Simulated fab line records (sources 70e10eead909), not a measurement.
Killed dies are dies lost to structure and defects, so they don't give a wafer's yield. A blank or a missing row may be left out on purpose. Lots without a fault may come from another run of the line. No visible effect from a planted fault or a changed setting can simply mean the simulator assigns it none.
fab line records	flow nand_harc
record: lots: 6	wafers: 18	last_day: 28
route steps=1302 shown P_BONDPAD@365 A_ZERO_WELL@390 END@1302
lots untouched by any fault: they come from a run of this same line in which no faults occurred
start_h: start of the lot's first displayed wafer, in hours after the record's first day	wait_h: hours since the lot's step before	" as in the row above	L1.1+2: a row that stands for several wafers	- either no value or no given start	* or withheld: withheld	< > ~ a bound
route shown NAME@n: names a module that has steps shown in the file, with the first one's number in the route	usual: mean and standard deviation over wafers with no fault	same: alike in all rows	chamber/n: place in a boat	sites: each site's reading	_std_site: their standard deviation	_edge_site: the outer-site mean with the inner-site mean subtracted	radius_mm: how far each site lies from the wafer's centre	mask NAME#n: copy n	behind: the most recent tool/chamber to have shaped the wafer	hold: what put the lot on hold/how long, in hours/how the hold closed	device: whichever transistor did not switch (one of n, p or np)	end of line: at the end of the route, the tests of the same wafers	step lacking rows: just its recipe	killed: dies lost to structure and defects at the first sort, not the wafer's yield	map: a wafer's dies, x killed, . not, _ none there
set.NAME: the setting as run; set.NAME@STEP: as run at that earlier step	model.NAME: the simulator's own value behind a step, which no gauge read
lots at selected steps of the route; one table per step, one row per wafer
services: from which hour (start_h, from the record's first day; less than 0 if before it) a tool's chamber was out of use, for how many hours, and why
== steps ==
step: NHARC_P_BONDPAD_OVL_MEAS_38
usual: overlay_x_nm: 0/5.5	overlay_y_nm: 0/6.1
lot.wafer	tool	chamber	start_h	wait_h	overlay_x_nm	overlay_y_nm
L274.1	overlay-01	-	143.42	-	-8	13
L274.3	"	-	"	"	-7	13
L274.6	"	-	"	"	-8	13
L278.1	overlay-02	-	177.27	-	2	5
L278.3	"	-	"	"	2	5
L278.5	"	-	"	"	2	5
L279.3	overlay-01	-	186.80	-	-3	-1
L279.5	"	-	"	"	-2	-2
L279.6	"	-	"	"	-2	-2
L280.3	overlay-01	-	196.80	-	-1	-1
L280.4	"	-	"	"	-1	0
L280.5	"	-	"	"	-1	-1
L283.1	overlay-02	-	220.04	-	3	-4
L283.2	"	-	"	"	4	-4
L283.4	"	-	"	"	4	-4
L284.1	overlay-01	-	233.81	-	3	-2
L284.3	"	-	"	"	3	-2
L284.4	"	-	"	"	3	-2
step: NHARC_P_BONDPAD_HARDBAKE_10
recipe: temp_c: 118	time_s: 65
step: NHARC_P_BONDPAD_DESCUM_11
recipe: time_s: 3	o2_flow_sccm: 200	ar_flow_sccm: 0	bias_power_w: 0	chemistry: O2
step: NHARC_P_BONDPAD_ETCH_37
recipe: target_depth_a: 600	overetch_a: 180	time_s: 65.91	ion_energy_ev: 200	n2_flow_sccm: 150	h2_flow_sccm: 150	ar_flow_sccm: 0	rf_w: 400	bias_w: 150	chemistry: N2/H2
step: NHARC_P_BONDPAD_ETCH_12
recipe: target_depth_a: 2000	time_s: 100	chf3_flow_sccm: 50	o2_flow_sccm: 10	ar_flow_sccm: 200	rf_w: 500	bias_w: 200	chemistry: CHF3/O2
step: NHARC_P_BONDPAD_CD_MEAS_13
usual: cd_nm: 498.6/2.6
lot.wafer	tool	chamber	start_h	wait_h	cd_nm
L274.1	cd_sem-01	-	143.86	-	499.1
L274.3	"	-	"	"	494.1
L274.6	"	-	"	"	497.4
L278.1	cd_sem-03	-	177.71	-	498.7
L278.3	"	-	"	"	502.8
L278.5	"	-	"	"	501.2
L279.3	cd_sem-02	-	187.24	-	496.1
L279.5	"	-	"	"	495.6
L279.6	"	-	"	"	498.6
L280.3	cd_sem-03	-	197.24	-	503.4
L280.4	"	-	"	"	501.4
L280.5	"	-	"	"	498.5
L283.1	cd_sem-03	-	220.48	-	497.5
L283.2	"	-	"	"	497.3
L283.4	"	-	"	"	497.0
L284.1	cd_sem-03	-	234.24	-	496.8
L284.3	"	-	"	"	501.6
L284.4	"	-	"	"	500.8
step: NHARC_P_BONDPAD_STRIP_15
recipe: o2_flow_sccm: 500	ar_flow_sccm: 0	bias_w: 0	chemistry: O2
step: NHARC_P_BONDPAD_ETCH_24
recipe: target_depth_a: 300	over_etch_frac: 0.3	time_s: 72.99	ion_energy_ev: 150	cf4_flow_sccm: 50	n2_flow_sccm: 100	ar_flow_sccm: 150	rf_w: 300	bias_w: 100	chemistry: CF4/N2
step: NHARC_P_BONDPAD_STRIP_16
recipe: time_s: 600	temp_c: 30	chemistry: post_etch_residue_remover
step: NHARC_P_BONDPAD_DEGAS_25
recipe: temp_c: 300	time_s: 60
usual: heater_power_w: 484/41
lot.wafer	tool	chamber	start_h	wait_h	heater_power_w
L274.3	pvd_sputter-01	-	144.48	-	391
L274.1	"	-	"	"	488
L274.6	"	-	"	"	391
L278.3	pvd_sputter-02	-	178.34	-	535
L278.1	"	-	"	"	461
L278.5	"	-	"	"	467
L279.3	pvd_sputter-02	-	187.89	-	441
L279.6	"	-	"	"	493
L279.5	"	-	"	"	530
L280.4	pvd_sputter-03	-	197.86	-	486
L280.3	"	-	"	"	498
L280.5	"	-	"	"	484
L283.1	pvd_sputter-03	-	221.10	-	520
L283.4	"	-	"	"	432
L283.2	"	-	"	"	524
L284.1	pvd_sputter-03	-	234.87	-	527
L284.3	"	-	"	"	495
L284.4	"	-	"	"	471
step: NHARC_P_BONDPAD_PRE_CLEAN_26
recipe: time_s: 30	temp_c: 280	gas: H2/He
usual: heater_power_w: 424/36
lot.wafer	tool	chamber	start_h	wait_h	heater_power_w
L274.3	pvd_sputter-01	-	-	-	438
L274.1	"	-	"	"	432
L274.6	"	-	"	"	427
L278.1	pvd_sputter-02	-	-	-	385
L278.3	"	-	"	"	423
L278.5	"	-	"	"	400
L279.3	pvd_sputter-02	-	-	-	422
L279.6	"	-	"	"	486
L279.5	"	-	"	"	402
L280.3	pvd_sputter-03	-	-	-	415
L280.4	"	-	"	"	454
L280.5	"	-	"	"	370
L283.1	pvd_sputter-03	-	-	-	373
L283.4	"	-	"	"	406
L283.2	"	-	"	"	463
L284.3	pvd_sputter-03	-	-	-	446
L284.1	"	-	"	"	373
L284.4	"	-	"	"	429
step: NHARC_P_BONDPAD_PVD_17
recipe: target_thk_a: 50	bias_v: 168.6	power_w: 15000	chamber_pressure_pa: 0.12	time_s: 8.06	substrate_temp_c: 50	material: TaN
step: NHARC_P_BONDPAD_PVD_27
recipe: target_thk_a: 300	chamber_pressure_pa: 5	power_w: 5000	substrate_temp_c: 30	time_s: 20.49	material: Cu
usual: throttle_valve_pct: 30.2/1
lot.wafer	tool	chamber	start_h	wait_h	throttle_valve_pct
L274.3	pvd_sputter-01	-	144.72	-	29.2
L274.1	"	-	"	"	31.3
L274.6	"	-	"	"	31.9
L278.3	pvd_sputter-02	-	178.56	-	28.1
L278.1	"	-	"	"	29.2
L278.5	"	-	"	"	28.0
L279.3	pvd_sputter-02	-	188.09	-	30.0
L279.5	"	-	"	"	30.3
L279.6	"	-	"	"	30.4
L280.4	pvd_sputter-03	-	198.11	-	30.1
L280.3	"	-	"	"	30.2
L280.5	"	-	"	"	31.1
L283.1	pvd_sputter-03	-	221.32	-	31.1
L283.2	"	-	"	"	29.7
L283.4	"	-	"	"	30.6
L284.1	pvd_sputter-03	-	235.09	-	29.9
L284.4	"	-	"	"	30.2
L284.3	"	-	"	"	31.2
step: NHARC_P_BONDPAD_ECD_18
recipe: target_thk_a: 4000	bath_temp_c: 25	material: Cu
step: NHARC_P_BONDPAD_ANNEAL_28
recipe: temp_c: 225	time_s: 90
step: NHARC_P_BONDPAD_CMP_19
recipe: t_overpolish_s: 30	cu_recess_touch_s: 16	target_thk_nm: 160.81
usual: motor_current_A: 11.4/0.95	overpolish_run_s: 30.001/0.0087	pad_life_wafers: 196/85
lot.wafer	tool	chamber	start_h	wait_h	motor_current_A	overpolish_run_s	pad_life_wafers
L274.1	cmp-04	0	145.56	-	9.3	30.000	90
L274.3	"	1	"	"	12.1	29.996	91
L274.6	"	1	"	"	12.3	30.002	-
L278.1	cmp-01	3	179.46	-	10.7	30.002	313
L278.3	"	0	"	"	11.8	29.999	314
L278.5	"	2	"	"	13.2	29.996	-
L279.3	cmp-03	1	189.03	-	11.5	30.006	99
L279.5	"	2	"	"	11.5	29.993	-
L279.6	"	3	"	"	10.4	30.005	-
L280.4	cmp-01	1	198.97	-	11.5	29.985	37
L280.3	"	2	"	"	12.6	30.006	38
L280.5	"	0	"	"	12.6	30.012	-
L283.4	cmp-01	1	222.18	-	12.0	29.994	156
L283.1	"	2	"	"	12.4	29.989	157
L283.2	"	3	"	"	10.6	29.986	158
L284.3	cmp-01	2	235.95	-	12.3	29.999	186
L284.1	"	3	"	"	11.1	30.005	187
L284.4	"	0	"	"	12.3	30.013	188
step: NHARC_P_BONDPAD_SRD_21
recipe: time_s: 30	temp_c: 23	dry_time_s: 20	spin_rpm: 1500
step: NHARC_P_BONDPAD_ACTIVATE_29
recipe: time_s: 60	n2_flow_sccm: 200	ar_flow_sccm: 0	bias_power_w: 0	chemistry: N2
step: NHARC_P_BONDPAD_PRECLEAN_30
recipe: time_s: 300	temp_c: 23	chemistry: DIW
step: NHARC_P_BONDPAD_SRD_31
recipe: time_s: 30	temp_c: 23	dry_time_s: 20	spin_rpm: 1500
step: NHARC_A_ZERO_WELL_PRECLEAN_00
recipe: time_s: 600	temp_c: 120	chemistry: SPM
step: NHARC_A_ZERO_WELL_SRD_01
step: NHARC_A_ZERO_WELL_DEHYDRATE_02
recipe: temp_c: 150	time_s: 120
step: NHARC_A_ZERO_WELL_HMDS_03
recipe: time_s: 30
step: NHARC_A_ZERO_WELL_COAT_18
recipe: temp_c: 200	time_s: 65
step: NHARC_A_ZERO_WELL_COAT_04
recipe: spin_rpm: 2000	resist_thk_nm: 600
step: NHARC_A_ZERO_WELL_SOFTBAKE_05
recipe: temp_c: 125	time_s: 70
step: NHARC_A_ZERO_WELL_EBR_06
step: NHARC_A_ZERO_WELL_EXPOSE_07
recipe: na: 0.55	dose_mj: 33.85	mask_id: A_ZERO
step: NHARC_A_ZERO_WELL_PEB_08
recipe: peb_temp_c: 128	peb_time_s: 80
step: NHARC_A_ZERO_WELL_DEVELOP_09
recipe: time_s: 50	dev_temp_c: 22
step: NHARC_A_ZERO_WELL_CD_MEAS_10
recipe: target_cd_nm: 2000	landing_energy_ev: 500
usual: cd_nm: 2000.8/2.7
lot.wafer	tool	chamber	start_h	wait_h	cd_nm
L274.1	cd_sem-01	0	147.31	-	2002.8
L274.3	"	0	"	"	1999.9
L274.6	"	0	"	"	2001.7
L278.1	cd_sem-03	0	181.30	-	1997.0
L278.3	"	0	"	"	2002.3
L278.5	"	0	"	"	2001.9
L279.3	cd_sem-03	0	190.69	-	2004.0
L279.5	"	0	"	"	2005.6
L279.6	"	0	"	"	2004.5
L280.3	cd_sem-02	0	200.79	-	2000.1
L280.4	"	0	"	"	2000.4
L280.5	"	0	"	"	1999.8
L283.1	cd_sem-02	0	224.04	-	1998.0
L283.2	"	0	"	"	2000.2
L283.4	"	0	"	"	1998.3
L284.1	cd_sem-03	0	237.80	-	2007.5
L284.3	"	0	"	"	2000.6
L284.4	"	0	"	"	2001.2
step: NHARC_A_ZERO_WELL_HARDBAKE_11
recipe: temp_c: 118	time_s: 65
step: NHARC_A_ZERO_WELL_DESCUM_12
recipe: time_s: 3	o2_flow_sccm: 200	ar_flow_sccm: 0	bias_power_w: 0	chemistry: O2
usual: drypump_motor_current_A: 5.7/0.51	oes_product_au: 0.996/0.01	rf_vpp_V: 57.8/0.85	showerhead_plenum_p_Torr: 1.91/0.072	throttle_valve_pct: 11.312/0.0087
lot.wafer	tool	chamber	start_h	wait_h	drypump_motor_current_A	oes_product_au	rf_hours_counter_h	rf_vpp_V	showerhead_plenum_p_Torr	throttle_valve_pct
L274.3	rie_diel-11	2	147.48	-	6.5	0.980	1	59.1	1.91	11.316
L274.1	"	3	"	"	5.9	1.000	1	58.2	1.90	11.322
L274.6	"	0	"	"	5.4	1.000	-	59.0	2.04	11.302
L278.1	rie_diel-11	3	181.47	-	5.9	0.995	3	58.0	1.90	11.320
L278.3	"	0	"	"	5.4	0.991	3	57.6	2.04	11.315
L278.5	"	3	"	"	5.9	0.984	-	57.5	1.90	11.312
L279.3	rie_diel-11	1	190.86	-	5.1	0.987	3	57.0	1.88	11.327
L279.5	"	3	"	"	5.9	0.976	-	57.8	1.90	11.313
L279.6	"	0	"	"	5.4	0.993	-	57.2	2.04	11.307
L280.3	rie_diel-11	2	200.94	-	6.6	0.997	4	57.4	1.91	11.311
L280.5	"	2	"	"	6.6	0.999	-	56.4	1.91	11.294
L280.4	"	0	"	"	5.4	1.004	-	58.5	2.04	11.323
L283.2	rie_diel-11	3	224.23	-	5.9	0.993	5	58.9	1.90	11.307
L283.4	"	0	"	"	5.4	1.011	4	56.8	2.04	11.299
L283.1	"	1	"	"	5.1	0.986	4	56.6	1.88	11.307
L284.3	rie_diel-02	2	237.96	-	5.9	1.000	2	56.7	1.87	11.296
L284.1	"	0	"	"	5.2	0.989	3	59.1	1.91	11.314
L284.4	"	1	"	"	5.3	0.988	2	57.8	1.80	11.308
step: NHARC_A_ZERO_WELL_ETCH_19
recipe: target_depth_a: 800	overetch_a: 240	time_s: 87.88	ion_energy_ev: 200	n2_flow_sccm: 150	h2_flow_sccm: 150	ar_flow_sccm: 0	rf_w: 400	bias_w: 150	chemistry: N2/H2
usual: drypump_motor_current_A: 5.7/0.5	oes_product_au: 0.998/0.01	rf_vpp_V: 430.4/2.6	showerhead_plenum_p_Torr: 2.04/0.081	throttle_valve_pct: 14.172/0.0095
lot.wafer	tool	chamber	start_h	wait_h	drypump_motor_current_A	oes_product_au	rf_hours_counter_h	rf_vpp_V	showerhead_plenum_p_Torr	throttle_valve_pct
L274.1	rie_diel-11	3	147.56	0.1	5.9	0.992	2	430.7	2.03	14.173
L274.3	"	0	"	"	5.4	1.009	2	435.8	2.18	14.189
L274.6	"	2	"	"	6.6	0.989	-	428.4	2.04	14.172
L278.1	rie_diel-11	0	181.55	0.1	5.4	1.004	3	433.4	2.18	14.164
L278.3	"	1	"	"	5.1	0.991	3	431.3	2.00	14.177
L278.5	"	1	"	"	5.1	1.002	-	429.9	2.00	14.164
L279.3	rie_diel-11	2	190.92	0.1	6.5	0.991	3	431.7	2.04	14.189
L279.5	"	2	"	"	6.5	1.004	-	430.5	2.04	14.157
L279.6	"	3	"	"	5.9	0.986	-	430.2	2.02	14.173
L280.3	rie_diel-11	3	201.06	0.1	5.9	0.996	4	429.6	2.02	14.180
L280.4	"	0	"	"	5.4	0.997	-	434.2	2.18	14.173
L280.5	"	2	"	"	6.5	0.989	-	429.4	2.04	14.172
L283.4	rie_diel-11	3	224.31	0.1	5.9	1.004	5	431.3	2.02	14.185
L283.2	"	1	"	"	5.1	1.005	4	430.4	2.00	14.179
L283.1	"	2	"	"	6.6	1.008	4	432.1	2.04	14.164
L284.4	rie_diel-02	3	238.04	0.1	6.1	0.986	3	425.4	1.88	14.173
L284.1	"	0	"	"	5.2	0.988	3	430.1	2.03	14.177
L284.3	"	1	"	"	5.3	0.983	2	426.6	1.92	14.174
step: NHARC_A_ZERO_WELL_ETCH_13
recipe: target_depth_a: 1200	time_s: 40.1	hbr_flow_sccm: 150	cl2_flow_sccm: 50	rf_w: 400	icp_w: 400	bias_w: 100	chemistry: HBr/Cl2
step: NHARC_A_ZERO_WELL_STRIP_14
recipe: time_s: 900	temp_c: 130	chemistry: SPM
step: NHARC_END_SORT_01
recipe: temp_c: 25
usual: defect_limited_yield: 90.5/2.4	killed_at_array: 59/16	killed_at_other: 0.7/1.1	killed_at_periphery: 4/3	killed_dies: 64/16	killed_open: 3.4/1.8	killed_short: 2.6/1.7
same: gross_dies: 677
lot.wafer	tool	chamber	start_h	wait_h	defect_limited_yield[%]	killed_at_array	killed_at_other	killed_at_periphery	killed_dies	killed_open	killed_short
L274.1	prober-01	0	566.61	2.5	91.4	48	2	8	58	9	1
L274.3	prober-01	0	568.22	3.1	92.3	45	0	7	52	1	3
L274.6	prober-01	0	570.65	4.0	92.9	42	0	6	48	2	3
L280.3	prober-02	0	625.31	3.1	92.6	48	1	1	50	1	2
L280.4	prober-02	0	626.11	3.4	88.6	66	3	8	77	3	3
L280.5	prober-02	0	626.91	3.7	90.5	57	3	4	64	4	1
L283.2	prober-01	0	653.15	2.8	80.8	49	0	81	130	2	6
L284.1	prober-02	0	659.58	2.5	78.3	74	0	73	147	2	2
L284.3	prober-02	0	661.18	3.1	87.7	74	2	7	83	2	4
L284.4	prober-02	0	661.97	3.4	87.1	68	2	17	87	7	2
killed by level:class
L274.1 A_CHANNEL_HOLE_D2:chamber_film_flake=33 A_WL_FILL:chamber_film_flake=4 A_STAIRCASE:chamber_film_flake=3 P_CONTACT:geometric_particle:open=2 P_STI:chamber_film_flake=2 P_CONTACT:chamber_film_flake=2 A_CONTACT:chamber_film_flake=2 P_M0:geometric_particle:open=1
L274.3 A_CHANNEL_HOLE_D2:chamber_film_flake=33 P_CONTACT:chamber_film_flake=4 A_CONTACT:chamber_film_flake=3 A_CHANNEL_FILL_D2:geometric_particle:short=2 A_CHANNEL_HOLE_D1:chamber_film_flake=2 A_CHANNEL_FILL_D1:geometric_particle:open=1 A_WL_FILL:geometric_particle:short=1 P_ZERO_WELL:chamber_film_flake=1
L274.6 A_CHANNEL_HOLE_D2:chamber_film_flake=32 P_CONTACT:chamber_film_flake=4 P_STI:chamber_film_flake=2 A_CHANNEL_HOLE_D1:chamber_film_flake=2 A_CONTACT:chamber_film_flake=2 A_CHANNEL_HOLE_D1:geometric_particle:short=1 A_DECK1_JOINT:geometric_particle:short=1 A_ONON_D2:geometric_particle:short=1
L280.3 A_CHANNEL_HOLE_D1:chamber_film_flake=28 A_CHANNEL_HOLE_D2:chamber_film_flake=7 A_STAIRCASE:chamber_film_flake=5 A_SGD_CUT:chamber_film_flake=4 A_CONTACT:chamber_film_flake=2 P_M0:geometric_particle:open=1 A_CHANNEL_HOLE_D1:geometric_particle:short=1 A_CHANNEL_FILL_D1:geometric_particle:short=1
L280.4 A_CHANNEL_HOLE_D1:chamber_film_flake=29 A_CHANNEL_HOLE_D2:chamber_film_flake=10 A_CONTACT:chamber_film_flake=9 A_SGD_CUT:chamber_film_flake=6 A_STAIRCASE:chamber_film_flake=4 P_ZERO_WELL:chamber_film_flake=3 A_DECK1_JOINT:chamber_film_flake=3 P_GATE:chamber_film_flake=2
L280.5 A_CHANNEL_HOLE_D1:chamber_film_flake=31 A_CHANNEL_HOLE_D2:chamber_film_flake=7 A_STAIRCASE:chamber_film_flake=3 A_SGD_CUT:chamber_film_flake=3 A_CONTACT:chamber_film_flake=3 P_ZERO_WELL:chamber_film_flake=2 P_BONDPAD:chamber_film_flake=2 A_SLIT:chamber_film_flake=2
L283.2 P_BONDPAD:unspecified=76 A_CHANNEL_HOLE_D1:chamber_film_flake=29 A_STAIRCASE:chamber_film_flake=4 A_CHANNEL_HOLE_D2:geometric_particle:short=2 A_CONTACT:chamber_film_flake=2 A_ZERO_WELL:chamber_film_flake=2 A_CHANNEL_HOLE_D2:chamber_film_flake=2 P_GATE:geometric_particle:short=1
L284.1 P_BONDPAD:unspecified=65 A_CHANNEL_HOLE_D1:chamber_film_flake=37 A_SLIT:chamber_film_flake=18 A_STAIRCASE:chamber_film_flake=9 P_STI:chamber_film_flake=6 A_M1:geometric_particle:open=2 A_CONTACT:chamber_film_flake=2 P_M0:geometric_particle:short=1
L284.3 A_CHANNEL_HOLE_D1:chamber_film_flake=34 A_SLIT:chamber_film_flake=31 A_STAIRCASE:chamber_film_flake=3 P_STI:chamber_film_flake=2 THIN_TSV:chamber_film_flake=2 P_STI:geometric_particle:short=1 P_M0:geometric_particle:short=1 P_M1:geometric_particle:open=1
L284.4 A_CHANNEL_HOLE_D1:chamber_film_flake=33 A_SLIT:chamber_film_flake=20 P_STI:chamber_film_flake=8 A_CONTACT:chamber_film_flake=4 P_CONTACT:geometric_particle:open=3 A_STAIRCASE:chamber_film_flake=3 A_BLC:geometric_particle:open=2 P_GATE:chamber_film_flake=2
map L283.2 (x killed, . not)
____________x____________
_________xxxxxx._________
_______xxxxxxxxxx._______
______.xxxxxxxxx...______
_____.xxxxxxxxxx...._____
____...xxxxxxxxx.....____
____...xxxxxxxxx.....____
___..x..xxxxxxxx......___
___.....xxxxxxx.......___
__...x..xx..xx.x.x.....__
__......xx.xx.......x..__
_.....x.xxxx............_
_..x......x.....x......._
_......xx..............._
_.....x.xxx............._
_...x..xxx.............._
.......xxxx.x............
.......xxxxx.............
......xxx.x.x....x.......
........x............x...
......x.x................
_........x.............._
_........x.............._
_..................x...._
_......................._
_.........x............._
__..........x.......x..__
__.....................__
___...................___
___...................___
____.................____
____.........x.......____
_____..............._____
______............x______
_______..........._______
_________.x..x.._________
____________.____________
map L284.1 (x killed, . not)
____________x____________
_________xxxxxx._________
_______xxxxxxxxx.._______
______.xxxxxxxxxx.x______
_____.xxxxxxxxxxxx.._____
____...xxxxxxxxx.....____
____...xxxxxxxxxx....____
___....xxxxxxxx.......___
___.....xxxxxxxx...x.x___
__.....x.xx.xxxx.......__
__.......xx...x........__
_......................._
_.........x........x...._
_.................x....._
_.....x................._
_.....x..........xxx...._
.......x.............x...
.......x.x........xxx....
.....x.x.....x....xxx.x..
...................xxx.x.
...................xxx.x.
_.................xxx.x._
_.................xxxx.._
_................x.x.x.._
_................x.xxxxx_
_.................x..x.._
__..x....x..........xx.__
__....x.........x..x...__
___...................___
___....x..............___
____..........x......____
____.................____
_____..............._____
______.............______
_______........xx._______
_________......._________
____________x____________
== services ==
tool	chamber	start_h	hours	kind
pvd_sputter-01	-	128.42	5.4	repair
cmp-04	-	129.96	5.6	repair
rie_diel-11	0	136.50	-	clean
rie_diel-11	1	136.50	-	clean
rie_diel-11	2	136.50	-	clean
rie_diel-11	3	136.50	-	clean
cmp-03	-	140.12	1.6	repair
rie_diel-02	3	153.93	7.2	repair
rie_diel-11	0	153.95	9.1	repair
rie_diel-11	1	161.00	-	clean
cmp-03	-	161.99	0.5	repair
cmp-03	-	167.02	2.4	repair
pvd_sputter-01	-	168.59	2.0	repair
pvd_sputter-03	-	170.00	10.0	pm
cmp-04	-	173.77	1.5	repair
rie_diel-11	0	174.34	1.4	repair
cmp-01	-	185.57	4.0	pm
cmp-04	-	194.49	2.8	repair
rie_diel-11	1	195.61	6.0	repair
cmp-04	-	209.02	4.0	pm
rie_diel-02	-	216.70	9.0	pm
pvd_sputter-01	-	226.00	10.0	pm
pvd_sputter-02	-	228.26	4.6	repair
cmp-03	-	236.16	0.3	repair
== key ==
first_sign: step: NHARC_END_SORT_01	reading: killed_at_periphery	direction: up	sigmas: 24	usual: 4	struck: 77
effect: step: NHARC_END_SORT_01	reading: defect_limited_yield	direction: down	sigmas: 4.5	usual: 90.5	struck: 79.5
more_kills_born_at: NHARC_P_BONDPAD_PVD_27@pvd_sputter-03: 141
met_at NHARC_P_BONDPAD_PVD_27
struck_wafers L283.2,L284.1
fault: kind: chamber_particle_source	tool: pvd_sputter-03	chamber: -	onset_h: 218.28	steps: NHARC_P_BONDPAD_PVD_27	rate_per_visit_cm2: 1.2487	end_h: 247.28	scope: struck_wafers_only
